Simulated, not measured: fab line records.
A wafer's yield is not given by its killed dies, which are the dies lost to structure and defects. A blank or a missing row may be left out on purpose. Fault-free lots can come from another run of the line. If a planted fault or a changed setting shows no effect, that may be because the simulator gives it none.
fab line records | flow nand_harc
record: lots: 24 wafers: 72 last_day: 34
route steps=1302 shown A_STAIRCASE@848 A_SGD_CUT@901 A_SLIT@933
lots untouched by any fault: they come from a run of this same line in which no faults occurred
start_h: hours from the record's opening day to when the first of the lot's shown wafers began | wait_h: time in hours since the lot's previous step | " the same as in the row above | L1.1+2: several wafers, shown together as one row | - either no value or no given start | * or withheld: withheld | < > ~ a bound
route shown NAME@n: NAME is a module with steps in the file, n the number in the route of the first one | usual: the fault-free wafers' mean and standard deviation | same: alike in all rows | chamber/n: place in a boat | sites: each site's reading | _std_site: the standard deviation of these | _edge_site: outer sites' mean less inner sites' | radius_mm: for every site, how far away it sits from the centre of the wafer | mask NAME#n: copy n | behind: the last tool/chamber to shape the wafer | hold: why the lot went on hold/how many hours it stayed there/how the hold came to an end | device: whichever transistor did not switch (one of n, p or np) | end of line: the route-end tests of the same wafers | for a step that has no rows: nothing shown but its recipe | killed: dies that structure and defects cost at the first sort, which is not the same as the wafer's yield | map: per-die view of a wafer (x killed, . not killed, _ where there is no die)
set.NAME: the setting the step ran with; set.NAME@STEP: the setting that earlier step ran with | model.NAME: the simulator's own value behind a step, which no gauge read
one table for each step of the route and one row for each wafer, over a sample of lots
services: the hour from which a tool's chamber was out of use, counted from the record's first day as start_h (under 0 if before that day), plus the number of hours and why
== steps ==
step: NHARC_A_STAIRCASE_ALD_420
recipe: target_thk_a: 200 pulse_time_s: 6 ald_cycles: 200 temp_c: 300 material: SiO2
usual: heater_power_w: 478/31 precursor_pulse_height_rel: 0.999/0.021
columns lot.wafer tool chamber start_h wait_h heater_power_w precursor_pulse_height_rel since_wet_clean_h
L075.2 ald_hk-03 1 400.79 - 503 1.030 1
L075.6 " 2 " " 471 0.997 -
L075.5 " 3 " " 425 1.030 -
L074.3 ald_hk-03 2 401.61 - 474 0.990 2
L074.2 " 3 " " 425 0.997 2
L074.6 " 3 " " 431 0.969 -
L076.1 ald_hk-04 3 427.16 - 441 0.976 162
L076.3 " 1 " " 507 1.011 163
L076.5 " 3 " " 448 1.022 -
L077.2 ald_hk-03 2 430.17 - 494 1.015 30
L077.5 " 3 " " 412 0.986 -
L077.6 " 0 " " 490 1.033 -
L078.2 ald_hk-03 1 433.94 - 507 0.997 34
L078.5 " 0 " " 485 1.015 -
L078.6 " 1 " " 507 1.024 -
L080.1 ald_hk-03 0 441.87 - 482 1.011 42
L080.2 " 1 " " 503 1.016 42
L080.6 " 0 " " 491 0.966 -
L079.1 ald_hk-03 2 461.39 - 474 1.013 61
L079.5 " 3 " " 425 1.025 -
L079.6 " 0 " " 488 0.993 -
L081.3 ald_hk-04 3 477.16 - 450 0.980 34
L081.2 " 0 " " 482 1.036 34
L081.5 " 3 " " 464 0.999 -
L082.4 ald_hk-03 3 477.31 - 424 0.973 77
L082.1 " 0 " " 484 0.984 77
L082.5 " 2 " " 490 1.006 -
L083.1 ald_hk-04 0 479.35 - 485 0.974 36
L083.3 " 2 " " 517 1.015 37
L083.6 " 1 " " 500 0.978 -
L084.3 ald_hk-03 3 479.65 - 421 0.986 80
L084.6 " 1 " " 501 1.004 -
L084.5 " 2 " " 460 0.992 -
L085.2 ald_hk-01 2 508.42 - 433 0.999 25
L085.1 " 0 " " 450 0.961 25
L085.3 " 1 " " 509 0.956 25
L086.1 ald_hk-03 1 510.32 - 519 1.012 110
L086.2 " 2 " " 494 1.001 110
L086.6 " 0 " " 487 1.005 -
L087.2 ald_hk-01 1 533.33 - 516 0.995 50
L087.6 " 2 " " 422 1.015 -
L087.5 " 3 " " 493 1.021 -
L088.2 ald_hk-03 2 535.61 - 483 1.017 136
L088.3 " 3 " " 430 0.991 136
L088.1 " 0 " " 488 0.998 136
L089.3 ald_hk-03 3 548.24 - 433 0.979 148
L089.1 " 0 " " 496 0.958 148
L089.5 " 2 " " 483 1.032 -
L090.3 ald_hk-01 0 560.25 - 469 1.000 77
L090.4 " 3 " " 499 0.985 77
L090.6 " 0 " " 468 0.981 -
L092.1 ald_hk-01 1 562.88 - 516 0.972 79
L092.5 " 3 " " 492 0.992 -
L092.6 " 0 " " 460 0.996 -
L091.2 ald_hk-04 3 564.87 - 438 0.990 122
L091.5 " 1 " " 514 1.031 -
L091.6 " 2 " " 511 1.000 -
L093.3 ald_hk-04 1 585.09 - 514 1.017 142
L093.1 " 2 " " 529 0.991 142
L093.6 " 1 " " 513 0.998 -
L094.3 ald_hk-03 3 604.95 - 439 1.000 21
L094.4 " 0 " " 477 0.983 22
L094.1 " 2 " " 458 1.010 22
L096.4 ald_hk-01 0 610.98 - 457 0.999 127
L096.3 " 2 " " 430 1.002 128
L096.5 " 3 " " 510 1.017 -
L095.3 ald_hk-01 0 617.56 - 454 0.987 134
L095.1 " 1 " " 512 0.996 134
L095.2 " 3 " " 509 0.978 134
L097.1 ald_hk-01 0 638.30 - 462 0.985 155
L097.6 " 2 " " 430 0.990 -
L097.5 " 3 " " 506 1.004 -
step: NHARC_A_STAIRCASE_DEP_325
recipe: target_thk_a: 72000 temp_c: 400 target_thk_nm: 7200 teos_flow_sccm: 200 rf_w: 500 material: SiO2
usual: heater_power_w: 660/73
columns lot.wafer tool chamber start_h wait_h heater_power_w since_wet_clean_h
L074.2 pecvd-03 1 429.61 0.1 657 51
L074.3 " 2 " " 792 51
L074.6 " 2 " " 660 -
L075.2 pecvd-02 1 429.80 0.3 704 9
L075.6 " 2 " " 632 -
L075.5 " 1 " " 631 -
L076.3 pecvd-03 0 452.41 0.1 707 74
L076.1 " 1 " " 780 74
L076.5 " 0 " " 649 -
L077.2 pecvd-02 1 452.51 0.2 666 32
L077.6 " 1 " " 644 -
L077.5 " 2 " " 640 -
L078.2 pecvd-03 2 456.75 0.3 712 78
L078.6 " 0 " " 645 -
L078.5 " 2 " " 639 -
L080.1 pecvd-03 2 466.33 0.2 777 87
L080.2 " 0 " " 676 88
L080.6 " 1 " " 617 -
L079.1 pecvd-02 2 487.84 0.2 754 67
L079.5 " 1 " " 646 -
L079.6 " 2 " " 639 -
L084.3 pecvd-02 0 509.28 0.2 598 88
L084.6 " 2 " " 627 -
L084.5 " 0 " " 533 -
L083.1 pecvd-04 1 509.29 0.2 708 46
L083.3 " 2 " " 676 46
L083.6 " 1 " " 579 -
L081.3 pecvd-03 0 509.30 0.2 781 130
L081.2 " 1 " " 753 131
L081.5 " 1 " " 626 -
L082.1 pecvd-02 1 509.86 0.7 790 89
L082.4 " 0 " " 539 -
L082.5 " 1 " " 635 -
L086.1 pecvd-02 2 533.56 0.1 783 113
L086.2 " 0 " " 666 113
L086.6 " 0 " " 543 -
L085.2 pecvd-03 1 533.56 0.1 769 155
L085.1 " 2 " " 682 155
L085.3 " 0 " " 779 155
L088.1 pecvd-02 0 555.99 0.1 573 135
L088.3 " 1 " " 700 135
L088.2 " 2 " " 758 135
L087.2 pecvd-04 2 556.13 0.2 621 93
L087.6 " 1 " " 580 -
L087.5 " 2 " " 543 -
L089.3 pecvd-03 1 574.51 0.2 708 15
L089.1 " 2 " " 797 15
L089.5 " 1 " " 643 -
L092.1 pecvd-03 2 586.26 0.1 653 26
L092.5 " 2 " " 649 -
L092.6 " 1 " " 646 -
L091.2 pecvd-04 1 586.27 0.1 728 123
L091.5 " 1 " " 571 -
L091.6 " 0 " " 701 -
L090.3 pecvd-02 2 586.36 0.2 732 165
L090.6 " 1 " " 623 -
L090.4 " 0 " " 559 -
L093.1 pecvd-03 0 609.51 0.1 661 50
L093.3 " 2 " " 774 50
L093.6 " 2 " " 642 -
L094.1 pecvd-03 0 628.48 0.1 712 69
L094.3 " 1 " " 792 69
L094.4 " 2 " " 639 -
L096.3 pecvd-02 0 638.51 0.4 559 37
L096.4 " 2 " " 590 -
L096.5 " 0 " " 535 -
L095.3 pecvd-04 1 645.63 0.1 675 2
L095.2 " 2 " " 668 2
L095.1 " 0 " " 826 2
L097.1 pecvd-02 1 664.75 0.2 696 63
L097.5 " 0 " " 528 -
L097.6 " 2 " " 603 -
step: NHARC_A_STAIRCASE_CMP_450
recipe: target_thk_nm: 200 material: SiO2
usual: motor_current_A: 11.7/1.7
columns lot.wafer tool chamber start_h wait_h motor_current_A
L075.2 cmp-02 1 444.92 - 10.4
L075.5 " 3 " " 13.6
L075.6 " 0 " " 10.8
L074.3 cmp-01 1 445.09 - 12.3
L074.2 " 3 " " 11.0
L074.6 " 0 " " 10.8
L077.2 cmp-04 1 469.29 - 9.7
L077.5 " 2 " " 9.9
L077.6 " 3 " " 15.5
L076.3 cmp-01 2 469.59 - 10.4
L076.1 " 0 " " 11.5
L076.5 " 1 " " 12.5
L078.2 cmp-02 2 472.67 - 11.9
L078.6 " 3 " " 13.2
L078.5 " 0 " " 10.4
L080.2 cmp-01 0 479.54 - 11.4
L080.1 " 1 " " 11.9
L080.6 " 3 " " 10.1
L079.1 cmp-04 0 508.55 - 13.2
L079.6 " 3 " " 15.2
L079.5 " 0 " " 12.7
L084.3 cmp-01 1 523.25 - 12.1
L084.6 " 1 " " 12.2
L084.5 " 2 " " 10.9
L081.3 cmp-02 1 523.54 - 9.8
L081.2 " 2 " " 12.0
L081.5 " 0 " " 11.1
L083.1 cmp-04 3 523.83 - 15.4
L083.3 " 1 " " 10.6
L083.6 " 3 " " 15.9
L082.4 cmp-01 1 526.87 - 12.6
L082.1 " 0 " " 11.1
L082.5 " 1 " " 12.3
L085.2 cmp-01 2 547.50 - 11.1
L085.3 " 3 " " 10.8
L085.1 " 0 " " 11.3
L086.1 cmp-04 2 547.78 - 10.1
L086.2 " 0 " " 13.7
L086.6 " 2 " " 9.9
L088.2 cmp-01 3 569.48 - 11.1
L088.3 " 0 " " 10.8
L088.1 " 2 " " 10.9
L087.2 cmp-04 1 569.61 - 9.9
L087.5 " 0 " " 13.5
L087.6 " 1 " " 10.2
L089.1 cmp-04 3 590.40 - 15.2
L089.3 " 0 " " 13.8
L089.5 " 3 " " 15.6
L092.1 cmp-02 2 599.75 - 11.4
L092.5 " 1 " " 10.1
L092.6 " 2 " " 12.2
L091.2 cmp-04 1 599.91 - 10.0
L091.6 " 0 " " 12.6
L091.5 " 1 " " 9.9
L090.4 cmp-04 0 600.13 - 13.0
L090.3 " 1 " " 9.5
L090.6 " 0 " " 13.5
L093.1 cmp-04 2 622.69 - 10.0
L093.3 " 1 " " 9.6
L093.6 " 2 " " 9.7
L094.4 cmp-02 2 644.48 - 12.2
L094.1 " 3 " " 13.6
L094.3 " 0 " " 10.9
L096.4 cmp-01 1 654.14 - 13.1
L096.3 " 0 " " 11.4
L096.5 " 1 " " 12.5
L095.1 cmp-01 2 659.52 - 11.1
L095.2 " 3 " " 10.5
L095.3 " 0 " " 11.0
L097.1 cmp-02 3 679.30 - 12.1
L097.6 " 2 " " 11.8
L097.5 " 3 " " 13.0
step: NHARC_A_STAIRCASE_CMP_472
recipe: material: SiO2
usual: motor_current_A: 11.7/1.6
columns lot.wafer tool chamber start_h wait_h motor_current_A
L075.2 cmp-02 1 446.60 0.3 10.0
L075.6 " 2 " " 11.8
L075.5 " 3 " " 13.1
L074.2 cmp-01 0 446.61 0.2 11.2
L074.3 " 2 " " 10.9
L074.6 " 3 " " 10.8
L077.2 cmp-04 0 470.71 0.2 13.2
L077.5 " 0 " " 12.8
L077.6 " 1 " " 10.1
L076.3 cmp-04 0 471.04 0.2 13.1
L076.1 " 3 " " 16.0
L076.5 " 1 " " 10.1
L078.2 cmp-02 2 474.08 0.2 11.4
L078.5 " 2 " " 11.1
L078.6 " 3 " " 12.8
L080.2 cmp-02 2 481.05 0.2 12.5
L080.1 " 3 " " 13.0
L080.6 " 0 " " 11.1
L079.1 cmp-04 0 510.09 0.2 12.3
L079.6 " 2 " " 9.3
L079.5 " 3 " " 15.4
L084.3 cmp-02 3 524.85 0.2 13.4
L084.6 " 2 " " 12.3
L084.5 " 3 " " 13.0
L081.3 cmp-01 1 525.03 0.2 11.9
L081.2 " 0 " " 11.7
L081.5 " 2 " " 10.1
L083.1 cmp-02 3 525.30 0.2 13.1
L083.3 " 2 " " 11.9
L083.6 " 3 " " 12.2
L082.4 cmp-04 2 528.39 0.2 10.0
L082.1 " 3 " " 14.0
L082.5 " 1 " " 10.1
L085.2 cmp-01 2 548.98 0.2 10.7
L085.3 " 0 " " 11.9
L085.1 " 1 " " 11.6
L086.2 cmp-02 1 549.70 0.2 10.3
L086.1 " 0 " " 10.8
L086.6 " 1 " " 10.1
L088.1 cmp-04 0 570.92 0.2 12.8
L088.2 " 1 " " 10.5
L088.3 " 2 " " 10.3
L087.2 cmp-02 2 571.11 0.2 12.0
L087.5 " 0 " " 11.1
L087.6 " 1 " " 10.1
L089.1 cmp-02 3 592.37 0.3 13.0
L089.3 " 0 " " 10.9
L089.5 " 1 " " 10.5
L092.1 cmp-01 2 601.20 0.2 10.6
L092.5 " 1 " " 12.2
L092.6 " 2 " " 11.1
L091.2 cmp-04 1 601.43 0.3 10.5
L091.5 " 2 " " 10.3
L091.6 " 3 " " 15.7
L090.4 cmp-02 1 601.62 0.2 9.9
L090.3 " 3 " " 13.8
L090.6 " 0 " " 11.0
L093.1 cmp-04 3 624.22 0.2 15.2
L093.3 " 0 " " 13.0
L093.6 " 0 " " 13.1
L094.3 cmp-04 2 645.97 0.2 10.2
L094.4 " 3 " " 14.7
L094.1 " 1 " " 10.5
L096.3 cmp-04 2 655.69 0.3 9.8
L096.4 " 3 " " 15.8
L096.5 " 2 " " 10.0
L095.1 cmp-02 2 661.04 0.2 11.6
L095.2 " 0 " " 10.4
L095.3 " 1 " " 10.2
L097.1 cmp-04 1 680.90 0.2 10.0
L097.5 " 0 " " 13.2
L097.6 " 1 " " 9.9
step: NHARC_A_SGD_CUT_CD_MEAS_09
recipe: target_cd_nm: 100 landing_energy_ev: 500
usual: cd_nm: 100.1/0.56
columns lot.wafer tool chamber start_h wait_h cd_nm
L075.2 cd_sem-02 0 447.53 - 101.4
L075.5 " 0 " " 99.9
L075.6 " 0 " " 100.2
L074.2 cd_sem-01 0 447.72 - 99.9
L074.3 " 0 " " 99.5
L074.6 " 0 " " 99.9
L077.2 cd_sem-01 0 471.85 - 100.5
L077.5 " 0 " " 99.8
L077.6 " 0 " " 100.1
L076.1 cd_sem-03 0 472.16 - 100.0
L076.3 " 0 " " 100.6
L076.5 " 0 " " 98.9
L078.2 cd_sem-01 0 475.08 - 100.3
L078.5 " 0 " " 101.2
L078.6 " 0 " " 101.4
L080.1 cd_sem-03 0 482.04 - 100.5
L080.2 " 0 " " 100.0
L080.6 " 0 " " 100.1
L079.1 cd_sem-02 0 511.17 - 100.5
L079.5 " 0 " " 99.3
L079.6 " 0 " " 99.4
L084.3 cd_sem-01 0 525.84 - 99.5
L084.5 " 0 " " 100.0
L084.6 " 0 " " 99.2
L081.2 cd_sem-02 0 526.19 - 100.1
L081.3 " 0 " " 100.0
L081.5 " 0 " " 99.7
L083.1 cd_sem-02 0 526.43 - 99.5
L083.3 " 0 " " 99.5
L083.6 " 0 " " 100.3
L082.1 cd_sem-02 0 529.35 - 99.5
L082.4 " 0 " " 99.8
L082.5 " 0 " " 100.1
L085.1 cd_sem-03 0 550.11 - 100.1
L085.2 " 0 " " 99.4
L085.3 " 0 " " 99.5
L086.1 cd_sem-03 0 550.72 - 100.4
L086.2 " 0 " " 100.5
L086.6 " 0 " " 101.2
L088.1 cd_sem-02 0 572.06 - 100.6
L088.2 " 0 " " 99.7
L088.3 " 0 " " 100.1
L087.2 cd_sem-03 0 572.22 - 100.3
L087.5 " 0 " " 99.0
L087.6 " 0 " " 99.9
L089.1 cd_sem-02 0 593.46 - 99.4
L089.3 " 0 " " 100.4
L089.5 " 0 " " 100.9
L092.1 cd_sem-03 0 602.39 - 99.4
L092.5 " 0 " " 100.2
L092.6 " 0 " " 100.4
L091.2 cd_sem-02 0 602.55 - 100.2
L091.5 " 0 " " 99.8
L091.6 " 0 " " 99.8
L090.3 cd_sem-01 0 602.74 - 99.6
L090.4 " 0 " " 99.6
L090.6 " 0 " " 99.7
L093.1 cd_sem-03 0 625.35 - 100.5
L093.3 " 0 " " 101.1
L093.6 " 0 " " 101.2
L094.1 cd_sem-02 0 647.10 - 100.8
L094.3 " 0 " " 100.0
L094.4 " 0 " " 101.0
L096.3 cd_sem-02 0 656.81 - 100.4
L096.4 " 0 " " 100.4
L096.5 " 0 " " 100.0
L095.1 cd_sem-02 0 662.08 - 100.1
L095.2 " 0 " " 100.3
L095.3 " 0 " " 100.8
L097.1 cd_sem-02 0 682.00 - 100.5
L097.5 " 0 " " 101.1
L097.6 " 0 " " 99.7
step: NHARC_A_SLIT_CD_MEAS_09
recipe: target_cd_nm: 300 landing_energy_ev: 500
usual: cd_nm: 299.9/0.59
columns lot.wafer tool chamber start_h wait_h cd_nm
L075.2 cd_sem-01 0 463.45 - 299.0
L075.5 " 0 " " 300.5
L075.6 " 0 " " 299.7
L074.2 cd_sem-01 0 465.05 - 299.5
L074.3 " 0 " " 299.8
L074.6 " 0 " " 300.0
L076.1 cd_sem-01 0 483.98 - 300.4
L076.3 " 0 " " 300.4
L076.5 " 0 " " 300.5
L077.2 cd_sem-02 0 485.58 - 300.2
L077.5 " 0 " " 300.6
L077.6 " 0 " " 300.0
L078.2 cd_sem-03 0 485.81 - 300.6
L078.5 " 0 " " 300.1
L078.6 " 0 " " 299.9
L080.1 cd_sem-01 0 496.34 - 300.5
L080.2 " 0 " " 300.0
L080.6 " 0 " " 299.6
L079.1 cd_sem-03 0 525.52 - 299.9
L079.5 " 0 " " 299.6
L079.6 " 0 " " 299.1
L084.3 cd_sem-03 0 537.76 - 300.0
L084.5 " 0 " " 300.1
L084.6 " 0 " " 299.7
L081.2 cd_sem-03 0 538.95 - 298.8
L081.3 " 0 " " 299.3
L081.5 " 0 " " 298.6
L083.1 cd_sem-02 0 539.69 - 299.9
L083.3 " 0 " " 300.0
L083.6 " 0 " " 299.9
L082.1 cd_sem-01 0 541.63 - 300.3
L082.4 " 0 " " 299.3
L082.5 " 0 " " 300.2
L086.1 cd_sem-03 0 562.05 - 300.8
L086.2 " 0 " " 300.7
L086.6 " 0 " " 300.6
L085.1 cd_sem-02 0 563.69 - 300.9
L085.2 " 0 " " 300.1
L085.3 " 0 " " 300.3
L087.2 cd_sem-03 0 585.25 - 300.3
L087.5 " 0 " " 300.2
L087.6 " 0 " " 300.0
L088.1 cd_sem-02 0 585.39 - 299.7
L088.2 " 0 " " 299.9
L088.3 " 0 " " 299.7
L089.1 cd_sem-03 0 607.84 - 300.2
L089.3 " 0 " " 300.1
L089.5 " 0 " " 300.2
L092.1 cd_sem-01 0 615.26 - 299.5
L092.5 " 0 " " 299.9
L092.6 " 0 " " 300.1
L091.2 cd_sem-01 0 618.73 - 300.0
L091.5 " 0 " " 299.6
L091.6 " 0 " " 300.0
L090.3 cd_sem-02 0 619.13 - 300.1
L090.4 " 0 " " 300.5
L090.6 " 0 " " 299.9
L093.1 cd_sem-01 0 637.39 - 299.4
L093.3 " 0 " " 300.6
L093.6 " 0 " " 299.4
L094.1 cd_sem-02 0 662.44 - 299.4
L094.3 " 0 " " 298.5
L094.4 " 0 " " 298.9
L096.3 cd_sem-01 0 669.38 - 301.0
L096.4 " 0 " " 301.1
L096.5 " 0 " " 300.7
L095.1 cd_sem-01 0 682.12 - 299.3
L095.2 " 0 " " 298.7
L095.3 " 0 " " 299.2
L097.1 cd_sem-03 0 693.24 - 300.8
L097.5 " 0 " " 300.1
L097.6 " 0 " " 299.8
== services ==
columns tool chamber start_h hours kind
cmp-02 - 382.05 3.1 repair
cmp-01 - 383.55 4.0 pm
cmp-04 - 387.22 54.2 repair
cmp-02 - 406.83 5.7 repair
cmp-02 - 426.79 0.6 repair
cmp-02 - 428.50 4.0 pm
cmp-01 - 428.52 2.9 repair
cmp-04 - 441.43 4.0 pm
cmp-04 - 459.25 0.9 repair
cmp-02 - 477.94 1.7 repair
cmp-01 - 481.55 4.0 pm
cmp-01 - 506.09 0.8 repair
cmp-04 - 525.19 1.6 repair
cmp-02 - 526.50 4.0 pm
cmp-02 - 538.99 0.4 repair
cmp-04 - 539.43 4.0 pm
cmp-01 - 561.89 1.9 repair
cmp-01 - 579.55 4.0 pm
cmp-01 - 584.17 1.4 repair
cmp-04 - 593.63 0.8 repair
cmp-02 - 624.50 4.0 pm
cmp-04 - 637.43 4.0 pm
cmp-02 - 642.61 0.6 repair
cmp-04 - 668.46 0.8 repair
== key ==
fault none
